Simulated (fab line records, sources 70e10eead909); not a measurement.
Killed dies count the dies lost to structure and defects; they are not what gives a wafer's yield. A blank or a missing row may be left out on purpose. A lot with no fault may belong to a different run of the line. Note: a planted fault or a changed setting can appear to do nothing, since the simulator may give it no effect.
fab line records    flow nand-harc
[record] lots = 11  wafers = 33  last-day = 34
route steps=1302 shown P_START@1 P_STI@80 P_GATE@132 END@1302
lots with no fault: from the same line, run without faults
start-h: hours from the record's opening day to when the first of the lot's shown wafers began    wait-h: hours since the lot's step before    " identical to the entry in the row above    L1.1+2: several wafers, shown together as one row    - value missing, or start not given    * or withheld: withheld    < > ~ a bound
route shown NAME@n: NAME is a module with steps in the file, n the number in the route of the first one    usual: average and standard deviation across the fault-free wafers    same: alike in all rows    chamber/n: place in a boat    sites: each site's reading    _std_site: standard deviation of those values    _edge_site: outer sites' mean less inner sites'    radius-mm: how far each site lies from the wafer's centre    mask NAME#n: copy n    behind: the most recent tool/chamber to have shaped the wafer    hold: the reason the lot was held/the length of the hold in hours/how it ended    device: transistor that didn't switch, given as n, p or np    end of line: the tests these same wafers got at the end of their route    a step with no rows: only its recipe    killed: at the first sort, the dies lost to defects and structure; wafer yield is something else    map: the dies of a wafer, with x for killed, . for not killed, _ for no die there
set.NAME: setting as actually run; set.NAME@STEP: the setting as run at that earlier step    model.NAME: the simulator's own value behind a step, which no gauge read
the route's steps for a sample of lots (tables are steps, rows are wafers)
services: when a tool's chamber went out of use (start-h, in hours from the record's first day, below 0 if earlier), for how many hours, and the reason
[[steps]]
[step NHARC_P_START_INSPECT_01]
[usual] raw-defect-count = 3.5/1.7
lot.wafer  tool               chamber  start-h  wait-h  raw-defect-count
L652.3     defect-inspect-01  -        40.04    -       1
L652.4     "                  -        "        "       5
L652.6     "                  -        "        "       3
L656.3     defect-inspect-02  -        80.04    -       2
L656.5     "                  -        "        "       2
L656.6     "                  -        "        "       5
L658.1     defect-inspect-01  -        100.04   -       1
L658.4     "                  -        "        "       2
L658.6     "                  -        "        "       1
L659.1     defect-inspect-02  -        110.04   -       5
L659.5     "                  -        "        "       6
L659.6     "                  -        "        "       4
L660.1     defect-inspect-02  -        120.04   -       2
L660.3     "                  -        "        "       2
L660.5     "                  -        "        "       2
L664.1     defect-inspect-01  -        160.04   -       3
L664.2     "                  -        "        "       4
L664.5     "                  -        "        "       1
L668.1     defect-inspect-01  -        200.04   -       6
L668.2     "                  -        "        "       1
L668.6     "                  -        "        "       2
L670.4     defect-inspect-02  -        220.04   -       4
L670.5     "                  -        "        "       0
L670.6     "                  -        "        "       6
L671.2     defect-inspect-02  -        230.04   -       6
L671.3     "                  -        "        "       1
L671.6     "                  -        "        "       1
L672.3     defect-inspect-02  -        240.04   -       4
L672.4     "                  -        "        "       2
L672.5     "                  -        "        "       3
L673.3     defect-inspect-01  -        250.04   -       4
L673.4     "                  -        "        "       5
L673.6     "                  -        "        "       5
[step NHARC_P_STI_EXPOSE_06]
[recipe] na = 0.55  target-cd-nm = 200  dose-mj = 37.69  mask-id = P_STI
[usual] stage-vel-mm-s = 499.96/0.25
lot.wafer  tool            chamber  start-h  wait-h  mask     stage-vel-mm-s
L652.3     krf-scanner-02  0        66.72    -       P_STI#0  499.80
L652.4     "               0        "        "       P_STI#0  499.85
L652.6     "               0        "        "       P_STI#0  499.66
L656.3     krf-scanner-01  0        102.39   -       P_STI#0  499.88
L656.5     "               0        "        "       P_STI#0  499.82
L656.6     "               0        "        "       P_STI#0  500.09
L658.1     krf-scanner-03  0        125.36   -       P_STI#0  499.71
L658.4     "               0        "        "       P_STI#0  499.69
L658.6     "               0        "        "       P_STI#0  499.94
L659.1     krf-scanner-02  0        134.32   -       P_STI#0  500.14
L659.5     "               0        "        "       P_STI#0  499.98
L659.6     "               0        "        "       P_STI#0  500.18
L660.1     krf-scanner-02  0        143.69   -       P_STI#0  500.01
L660.3     "               0        "        "       P_STI#0  500.15
L660.5     "               0        "        "       P_STI#0  500.14
L664.1     krf-scanner-02  0        184.64   -       P_STI#0  500.19
L664.2     "               0        "        "       P_STI#0  499.62
L664.5     "               0        "        "       P_STI#0  499.98
L668.1     krf-scanner-01  0        225.83   -       P_STI#0  499.85
L668.2     "               0        "        "       P_STI#0  499.92
L668.6     "               0        "        "       P_STI#0  499.82
L670.4     krf-scanner-03  0        244.60   -       P_STI#0  499.50
L670.5     "               0        "        "       P_STI#0  499.72
L670.6     "               0        "        "       P_STI#0  499.73
L671.2     krf-scanner-02  0        254.69   -       P_STI#0  499.81
L671.3     "               0        "        "       P_STI#0  499.54
L671.6     "               0        "        "       P_STI#0  499.96
L672.3     krf-scanner-02  0        264.44   -       P_STI#0  500.19
L672.4     "               0        "        "       P_STI#0  500.09
L672.5     "               0        "        "       P_STI#0  499.90
L673.3     krf-scanner-02  0        274.15   -       P_STI#0  500.15
L673.4     "               0        "        "       P_STI#0  500.29
L673.6     "               0        "        "       P_STI#0  500.51
[step NHARC_P_STI_CD_MEAS_09]
[recipe] target-cd-nm = 200  landing-energy-ev = 500
[usual] cd-nm = 200.5/2.3
lot.wafer  tool       chamber  start-h  wait-h  cd-nm
L652.3     cd-sem-01  0        66.86    -       205.4
L652.4     "          0        "        "       201.4
L652.6     "          0        "        "       203.8
L656.3     cd-sem-01  0        102.54   -       201.3
L656.5     "          0        "        "       201.7
L656.6     "          0        "        "       199.4
L658.1     cd-sem-01  0        125.51   -       203.8
L658.4     "          0        "        "       204.2
L658.6     "          0        "        "       203.5
L659.1     cd-sem-02  0        134.47   -       199.0
L659.5     "          0        "        "       201.1
L659.6     "          0        "        "       200.2
L660.1     cd-sem-02  0        143.85   -       201.1
L660.3     "          0        "        "       198.9
L660.5     "          0        "        "       156.5
L664.1     cd-sem-03  0        184.79   -       195.7
L664.2     "          0        "        "       200.2
L664.5     "          0        "        "       159.9
L668.1     cd-sem-02  0        225.98   -       202.4
L668.2     "          0        "        "       200.0
L668.6     "          0        "        "       201.8
L670.4     cd-sem-03  0        244.74   -       197.1
L670.5     "          0        "        "       201.1
L670.6     "          0        "        "       195.8
L671.2     cd-sem-02  0        254.84   -       197.7
L671.3     "          0        "        "       198.9
L671.6     "          0        "        "       197.0
L672.3     cd-sem-02  0        264.59   -       199.9
L672.4     "          0        "        "       201.6
L672.5     "          0        "        "       198.7
L673.3     cd-sem-02  0        274.30   -       199.8
L673.4     "          0        "        "       201.6
L673.6     "          0        "        "       200.1
[step NHARC_P_STI_OCD_MEAS_17]
[usual] trench-foot-cd-nm = 158.4/2.4
lot.wafer  tool    chamber  start-h  wait-h  trench-foot-cd-nm
L652.3     ocd-02  -        67.65    0.1     162.5
L652.4     "       -        "        "       158.3
L652.6     "       -        "        "       161.4
L656.3     ocd-01  -        103.33   0.1     161.0
L656.5     "       -        "        "       158.1
L656.6     "       -        "        "       159.3
L658.1     ocd-01  -        126.31   0.1     160.8
L658.4     "       -        "        "       162.3
L658.6     "       -        "        "       161.4
L659.1     ocd-01  -        135.26   0.1     156.4
L659.5     "       -        "        "       157.6
L659.6     "       -        "        "       157.9
L660.1     ocd-02  -        144.63   0.1     159.1
L660.3     "       -        "        "       155.2
L660.5     "       -        "        "       114.7
L664.1     ocd-01  -        185.58   0.1     153.1
L664.2     "       -        "        "       157.9
L664.5     "       -        "        "       118.1
L668.1     ocd-01  -        226.76   0.1     160.7
L668.2     "       -        "        "       159.1
L668.6     "       -        "        "       159.6
L670.4     ocd-01  -        245.53   0.1     154.0
L670.5     "       -        "        "       157.9
L670.6     "       -        "        "       152.7
L671.2     ocd-01  -        255.62   0.1     156.6
L671.3     "       -        "        "       156.6
L671.6     "       -        "        "       155.9
L672.3     ocd-01  -        265.37   0.1     157.5
L672.4     "       -        "        "       159.2
L672.5     "       -        "        "       156.1
L673.3     ocd-02  -        275.08   0.1     157.4
L673.4     "       -        "        "       159.4
L673.6     "       -        "        "       158.3
[step NHARC_P_GATE_DEP_103]
[recipe] target-thk-a = 300  target-thk-nm = 30  temp-c = 400  flow-sccm = 200  rf-w = 350  material = SiON
[usual] heater-power-w = 684/65
lot.wafer  tool      chamber  start-h  wait-h  heater-power-w  since-wet-clean-h
L652.3     pecvd-01  1        116.44   0.4     604             154
L652.4     "         0        "        "       786             -
L652.6     "         1        "        "       596             -
L656.3     pecvd-02  2        153.77   0.4     709             95
L656.6     "         0        "        "       762             -
L656.5     "         2        "        "       703             -
L658.1     pecvd-04  2        176.30   0.6     702             75
L658.6     "         1        "        "       708             -
L658.4     "         2        "        "       696             -
L659.1     pecvd-04  1        185.60   0.6     710             85
L659.5     "         2        "        "       630             -
L659.6     "         0        "        "       543             -
L660.1     pecvd-02  0        195.45   0.6     778             136
L660.3     "         1        "        "       658             136
L664.2     pecvd-02  1        240.83   0.4     673             1
L664.1     "         2        "        "       781             1
L668.2     pecvd-02  1        277.30   0.5     653             37
L668.1     "         0        "        "       640             37
L668.6     "         0        "        "       644             -
L670.4     pecvd-04  2        304.46   0.3     637             -
L670.5     "         0        "        "       562             -
L670.6     "         1        "        "       676             -
L671.3     pecvd-02  1        309.24   0.3     751             69
L671.2     "         2        "        "       717             69
L671.6     "         1        "        "       747             -
L672.3     pecvd-02  2        318.97   0.4     763             79
L672.5     "         1        "        "       684             -
L672.4     "         0        "        "       709             -
L673.3     pecvd-02  1        332.78   0.4     674             93
L673.4     "         0        "        "       725             -
L673.6     "         1        "        "       688             -
[step NHARC_P_GATE_ETCHBACK_37]
[recipe] target-depth-a = 345  time-s = 17.2  chf3-flow-sccm = 50  o2-flow-sccm = 10  ar-flow-sccm = 200  rf-w = 500  bias-w = 200  chemistry = CHF3/O2
[usual] bias-w = 200.0/0.59  drypump-motor-current-A = 5.6/0.51  oes-product-au = 0.942/0.028  rf-vpp-V = 371.5/2  showerhead-plenum-p-Torr = 2.44/0.087  throttle-valve-pct = 20.571/0.0087
lot.wafer  tool         chamber  start-h  wait-h  bias-w  drypump-motor-current-A  oes-product-au  rf-hours-counter-h  rf-vpp-V  showerhead-plenum-p-Torr  throttle-valve-pct
L652.3     rie-diel-05  0        -        -       199.9   5.1                      0.914           4.2                 371.7     2.48                      20.582
L652.6     "            0        "        "       199.4   5.1                      0.923           -                   373.2     2.48                      20.575
L652.4     "            2        "        "       200.4   5.0                      0.933           -                   373.8     2.55                      20.577
L656.3     rie-diel-02  1        -        -       200.9   5.3                      0.931           8.1                 370.0     2.34                      20.566
L656.6     "            2        "        "       200.4   5.9                      0.925           -                   372.5     2.41                      20.580
L656.5     "            0        "        "       199.5   4.9                      0.934           -                   373.3     2.48                      20.553
L658.4     rie-diel-05  3        -        -       199.6   6.0                      0.933           7.2                 372.0     2.39                      20.567
L658.1     "            1        "        "       200.8   5.8                      0.930           7.0                 369.1     2.29                      20.585
L658.6     "            3        "        "       199.4   6.0                      0.938           -                   370.7     2.39                      20.575
L659.1     rie-diel-05  2        -        -       199.6   5.0                      1.002           6.0                 374.7     2.54                      20.571
L659.5     "            3        "        "       200.2   6.1                      0.996           -                   370.0     2.39                      20.571
L659.6     "            0        "        "       199.5   5.1                      0.979           -                   371.9     2.48                      20.565
L660.3     rie-diel-02  2        -        -       200.5   5.9                      0.921           10.4                371.1     2.41                      20.575
L660.1     "            0        "        "       199.5   4.9                      0.920           10.3                371.1     2.48                      20.568
L664.2     rie-diel-02  1        -        -       199.2   5.3                      0.917           1.3                 370.2     2.34                      20.566
L664.1     "            2        "        "       199.9   5.9                      0.909           1.1                 370.4     2.41                      20.575
L668.2     rie-diel-05  1        -        -       199.9   5.8                      0.927           3.0                 368.9     2.28                      20.565
L668.1     "            2        "        "       199.5   5.0                      0.916           2.8                 373.6     2.54                      20.572
L668.6     "            2        "        "       199.6   5.0                      0.912           -                   373.4     2.54                      20.558
L670.4     rie-diel-02  3        -        -       200.7   4.9                      0.945           2.5                 372.6     2.49                      20.578
L670.6     "            3        "        "       200.9   4.9                      0.945           -                   372.0     2.49                      20.583
L670.5     "            0        "        "       200.8   4.9                      0.919           -                   370.9     2.48                      20.582
L671.2     rie-diel-01  1        -        -       200.6   6.1                      0.940           5.9                 370.9     2.49                      20.586
L671.3     "            3        "        "       200.7   6.0                      0.921           8.2                 372.5     2.55                      20.563
L671.6     "            1        "        "       200.9   6.1                      0.925           -                   372.1     2.49                      20.570
L672.4     rie-diel-05  3        -        -       199.9   6.1                      0.947           5.6                 370.8     2.39                      20.567
L672.3     "            1        "        "       199.1   5.8                      0.921           5.7                 368.0     2.28                      20.562
L672.5     "            2        "        "       199.0   5.0                      0.929           -                   373.1     2.54                      20.580
L673.3     rie-diel-02  3        -        -       199.3   4.9                      0.940           4.5                 373.0     2.49                      20.579
L673.4     "            0        "        "       199.3   4.9                      0.933           5.1                 372.1     2.48                      20.562
L673.6     "            3        "        "       200.0   4.9                      0.936           -                   373.5     2.49                      20.566
[step NHARC_END_SORT_01]
[recipe] temp-c = 25
[usual] killed-at-array = 51/18  killed-at-other = 1.0/1.2  killed-at-periphery = 3.7/2.9  killed-dies = 55/19  killed-open = 3.5/1.9  killed-short = 2.6/1.6
[same] gross-dies = 677
lot.wafer  tool       chamber  start-h  wait-h  killed-at-array  killed-at-other  killed-at-periphery  killed-dies  killed-open  killed-short
L660.1     prober-02  0        660.06   2.5     19               1                1                    21           3            2
L660.3     prober-02  0        661.66   3.1     29               0                1                    30           3            3
L660.5     prober-02  0        663.26   3.7     22               1                534                  557          5            1
L664.1     prober-02  0        708.95   2.5     46               2                10                   58           1            5
L664.2     prober-02  0        709.74   2.8     61               1                14                   76           5            3
L664.5     prober-02  0        712.14   3.7     65               0                474                  539          1            3
// killed by level:class
L660.1 A_CONTACT:chamber-film-flake=5 A_STAIRCASE:chamber-film-flake=4 A_WL_FILL:chamber-film-flake=2 A_CHANNEL_FILL_D1:geometric-particle:open=1 A_CHANNEL_FILL_D2:geometric-particle:short=1 A_CHANNEL_FILL_D2:geometric-particle:open=1 A_SGD_CUT:geometric-particle:open=1 A_WL_FILL:geometric-particle:short=1
L660.3 A_STAIRCASE:chamber-film-flake=6 A_CHANNEL_HOLE_D1:chamber-film-flake=5 A_CONTACT:chamber-film-flake=5 A_SLIT:chamber-film-flake=4 A_CHANNEL_FILL_D2:chamber-film-flake=2 A_BONDPAD:chamber-film-flake=2 P_CONTACT:geometric-particle:open=1 A_ONON_D1:geometric-particle:short=1
L660.5 P_STI:area-expose=533 A_STAIRCASE:chamber-film-flake=3 A_DECK1_JOINT:geometric-particle:open=2 A_CHANNEL_HOLE_D1:chamber-film-flake=2 A_CHANNEL_FILL_D2:chamber-film-flake=2 A_CONTACT:chamber-film-flake=2 A_BONDPAD:chamber-film-flake=2 A_CHANNEL_FILL_D1:geometric-particle:open=1
L664.1 A_SLIT:chamber-film-flake=14 A_CHANNEL_HOLE_D1:chamber-film-flake=12 P_BONDPAD:chamber-film-flake=4 A_CHANNEL_HOLE_D2:chamber-film-flake=4 A_STAIRCASE:chamber-film-flake=4 P_GATE:chamber-film-flake=2 P_CONTACT:chamber-film-flake=2 A_DECK1_JOINT:chamber-film-flake=2
L664.2 A_SLIT:chamber-film-flake=29 A_CHANNEL_HOLE_D2:chamber-film-flake=11 P_BONDPAD:chamber-film-flake=7 A_STAIRCASE:chamber-film-flake=7 P_CONTACT:chamber-film-flake=4 A_CHANNEL_HOLE_D1:chamber-film-flake=4 A_M1:geometric-particle:open=3 P_GATE:chamber-film-flake=2
L664.5 P_STI:area-expose=467 A_CHANNEL_HOLE_D2:chamber-film-flake=21 A_SLIT:chamber-film-flake=12 A_CHANNEL_HOLE_D1:chamber-film-flake=11 A_STAIRCASE:chamber-film-flake=10 P_BONDPAD:chamber-film-flake=4 P_GATE:chamber-film-flake=2 A_ZERO_WELL:chamber-film-flake=2
[[services]]
tool            chamber  start-h  hours  kind
pecvd-02        -        46.00    13.0   pm
rie-diel-05     -        52.60    9.0    pm
krf-scanner-02  -        71.72    9.7    repair
pecvd-02        -        74.38    3.3    repair
krf-scanner-02  -        94.00    4.0    pm
rie-diel-02     1        108.52   3.1    repair
rie-diel-02     3        108.61   132.0  repair
rie-diel-05     1        127.70   9.0    repair
pecvd-02        0        141.67   7.6    repair
rie-diel-05     2        150.77   6.3    repair
pecvd-02        -        155.16   0.6    repair
pecvd-02        0        166.91   4.2    repair
pecvd-02        2        174.73   7.5    repair
rie-diel-05     2        175.66   4.2    repair
pecvd-02        -        199.28   1.1    repair
rie-diel-02     -        216.70   9.0    pm
rie-diel-05     -        217.84   0.8    repair
pecvd-02        0        220.03   10.7   repair
pecvd-02        -        227.00   13.0   pm
rie-diel-05     -        229.60   9.0    pm
krf-scanner-02  -        266.00   4.0    pm
pecvd-02        -        290.81   1.7    repair
krf-scanner-02  -        310.41   1.0    repair
rie-diel-05     0        316.02   13.5   repair
[[key]]
[first-sign] step = NHARC_P_STI_CD_MEAS_09  reading = cd-nm  direction = down  sigmas = 19  usual = 200.5  struck = 158.2
[effect] step = NHARC_P_STI_OCD_MEAS_17  reading = trench-foot-cd-nm  direction = down  sigmas = 17  usual = 158.4  struck = 116.4
[effect] step = NHARC_END_SORT_01  reading = killed-at-periphery  direction = up  sigmas = 99+  usual = 3.7  struck = 504
[more-kills-born-at] NHARC_P_STI_EXPOSE_06@krf-scanner-02 = 1000
met-at NHARC_P_STI_EXPOSE_06
struck-lots L660,L664
struck-wafers L660.5,L664.5
later-rows-left-out L660.5,L664.5
tester-left-out L660,L664
not-acting-at NHARC_P_START_INSPECT_01,NHARC_P_GATE_DEP_103,NHARC_P_GATE_ETCHBACK_37
onset-between 134.32 143.69
[fault] kind = process-parameter-drift  tool = krf-scanner-02  chamber = -  onset-h = 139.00  steps = NHARC_P_STI_EXPOSE_06  channel = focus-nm  offset = 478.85  shape = step  end-h = 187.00  scope = struck-wafers-only
// tester-left-out: of these lots the tester's yield and bins aren't shown, on N5 and GAA mostly nor the transistor test; their killed dies are dies lost to structure and defects alone, not to doping, threshold or leakage, so they don't give the yield
// later-rows-left-out: the simulator's readings of these wafers behind a module that went badly wrong aren't trusted and aren't shown, but for the sort
